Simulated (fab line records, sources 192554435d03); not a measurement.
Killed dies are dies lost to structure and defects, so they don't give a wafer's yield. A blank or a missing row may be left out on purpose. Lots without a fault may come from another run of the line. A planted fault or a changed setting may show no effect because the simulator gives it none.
A struck lot beside a sound one | flow n5_finfet | 41 steps out of a route of 1938
Sound: wafers L865.1, L865.2, L865.6. Struck: wafer L855.5. (L855.1, L855.6 of the same lot were not struck and are left out.) The cause comes at the end.
At each step with rows: each side's tool, then ch and its chambers, then its first start. Under that, the readings that differ: sound wafers | struck wafers | difference of the means | sigmas: that difference in standard deviations of wafers without a fault.
alike: readings whose means differ by less than 2 such deviations, and words and numbers that are the same on both sides. not compared: withheld readings, readings that some wafer has no value for, bounds like >300 that may hide the same value, and numbers for which the record gives no deviation and whose values overlap.
The two part at a step that has a row with sigmas, a row that says differs or no value, or rows on one side only. Numbers that don't overlap but have no deviation are shown without sigmas and don't part them. A reading that every wafer of one side lacks parts them only if that side has two wafers or more.

first, 9 steps without rows for these wafers: N5_BEOL_M0_SAQP_EXPOSE_11 (exposes mask M0 CORE, target cd 42 nm); N5_BEOL_M0_SAQP_PEB_12 (peb time 60 s); N5_BEOL_M0_SAQP_DEVELOP_13 (develop time 30 s); N5_BEOL_M0_SAQP_DESCUM_19 (chemistry O2, time 7.9 s); N5_BEOL_M0_SAQP_ETCH_83 (etches SiARC in CF4, target depth 39 nm, time 65 s); N5_BEOL_M0_SAQP_ETCH_84 (etches SOC in N2/H2, target depth 100 nm, overetch 20 nm, time 150 s); N5_BEOL_M0_SAQP_STRIP_80 (strips in N2/H2); N5_BEOL_M0_SAQP_HM_OPEN_112 (chemistry CHF3/O2, target SiO2, stops on a-Si, target depth 12 nm, time 13.5 s); N5_BEOL_M0_SAQP_STRIP_113 (strips in CHF3/O2).
N5_BEOL_M0_SAQP_MANDREL_ETCH_20: etches a-Si in HBr/Cl2, stops on SiNx, target depth 60 nm, bt time 10 s, time 30 s.
  sound on rie_si-04 ch 0,1, day 9 20:43; struck on rie_si-02 ch 3, day 7 09:37
  reading                | sound          | struck | difference | sigmas
  throttle_valve_pct (%) | 36.0 35.3 36.0 | 34.9   | -0.9       | -2
  alike: bias_w, drypump_motor_current_A, oes_product_au
  not compared: rf_hours_counter_h
then, 27 steps without rows for these wafers: N5_BEOL_M0_SAQP_STRIP_86 (strips in N2/H2); N5_BEOL_M0_SAQP_STRIP_115 (strips in post etch residue remover, time 60 s); N5_BEOL_M0_SAQP_SRD_93 (time 30 s); N5_BEOL_M0_SAQP_RECESS_114 (chemistry HF/NH3, target SiO2, target depth 14.4 nm, afs cycles 3, sublimation time 60 s); N5_BEOL_M0_SAQP_SPACER1_ALD_98 (deposits SiO2, target thk 12.8 nm, pulse time 1 s, purge time 2 s); N5_BEOL_M0_SAQP_SPACER1_ETCHBACK_99 (etches SiO2 in CHF3/O2, target depth 15.4 nm, time 7.7 s); N5_BEOL_M0_SAQP_MANDREL1_REMOVE_100 (chemistry HBr/Cl2/O2, target a-Si, stops on SiNx, bt time 10 s); N5_BEOL_M0_SAQP_ETCH_101 (etches SiNx in CH3F/O2, target depth 29.9 nm, time 42.7 s); N5_BEOL_M0_SAQP_ETCH_102 (etches SiO2 in CF4, target depth 4 nm, time 4.4 s); N5_BEOL_M0_SAQP_MANDREL_ETCH_103 (etches a-Si in HBr/Cl2, stops on SiCN, target depth 45 nm, bt time 10 s, time 27 s); N5_BEOL_M0_SAQP_RECESS_104 (chemistry HF/NH3, target SiO2, target depth 18 nm, afs cycles 3, sublimation time 60 s); N5_BEOL_M0_SAQP_COAT_105 (time 60 s, resist thk 100 nm); N5_BEOL_M0_SAQP_ETCH_106 (etches SOC in N2/H2, stops on SiNx, target depth 150 nm); N5_BEOL_M0_SAQP_ETCH_107 (etches SiNx in CH3F/O2, target depth 30 nm); N5_BEOL_M0_SAQP_STRIP_108 (strips in N2/H2); N5_BEOL_M0_SAQP_RECESS_109 (chemistry HF/NH3, target SiO2, target depth 3 nm, afs cycles 1, sublimation time 60 s); N5_BEOL_M0_SAQP_SPACER2_ALD_26 (deposits SiO2, target thk 15 nm, pulse time 1 s, purge time 2 s); N5_BEOL_M0_SAQP_SPACER2_ETCHBACK_27 (etches SiO2 in CHF3/O2, target depth 22.5 nm, time 11.25 s); N5_BEOL_M0_SAQP_MANDREL2_REMOVE_110 (chemistry HBr/Cl2/O2, target a-Si, stops on SiCN, bt time 10 s); N5_BEOL_M0_SAQP_COAT_69 (time 60 s, resist thk 90 nm); N5_BEOL_M0_SAQP_COAT_72 (time 60 s, resist thk 15 nm); N5_BEOL_M0_SAQP_COAT_87 (time 60 s, resist thk 5 nm); N5_BEOL_M0_SAQP_COAT_34 (resist thk 30 nm); N5_BEOL_M0_SAQP_EBR_36; N5_BEOL_M0_SAQP_SOFTBAKE_35 (time 60 s); N5_BEOL_M0_SAQP_EXPOSE_37 (exposes mask M0 CUT1, target cd 30 nm); N5_BEOL_M0_SAQP_PEB_38 (peb time 60 s).
N5_BEOL_M0_SAQP_INSPECT_42: inspects for defects (brightfield).
  sound on defect_inspect-01, day 10 00:29; struck on defect_inspect-01, day 7 13:45
  reading          | sound       | struck | difference | sigmas
  raw_defect_count | 370 276 412 | 932    | +579       | +6
N5_BEOL_M0_CUTY_INSPECT_59: inspects for defects (macro).
  sound on defect_inspect-01, day 10 01:55; struck on defect_inspect-01, day 7 15:10
  reading          | sound | struck | difference | sigmas
  raw_defect_count | 0 4 0 | >300   | differs    |
N5_BEOL_M4_RC_MEAS_101:
  sound on prober-02 ch 0, day 11 23:47; struck on prober-02 ch 0, day 9 11:25
  alike: DIBL_N, DIBL_P, IOFF_N, IOFF_P, ION_N, ION_P, SS_N, SS_P, VT_N, VT_P
-- the record jumps here: 4 days lie between the struck wafers' starts before and after (it left off in module BEOL_M4 and takes up again in module PASSIVATION, whose first step shown is number 1936 of the route) --
N5_PASSIVATION_PROBE_49:
  the record has rows for the struck wafers here (prober-01, day 13 10:41) and none for the sound ones

WHERE THEY PART
First at N5_BEOL_M0_SAQP_MANDREL_ETCH_20; last, within this record, at N5_PASSIVATION_PROBE_49.

WHY: what the simulator had put in
Chamber particle source: rie_si-02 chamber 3, from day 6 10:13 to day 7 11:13, at N5_BEOL_M0_SAQP_MANDREL_ETCH_20. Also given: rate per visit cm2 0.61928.
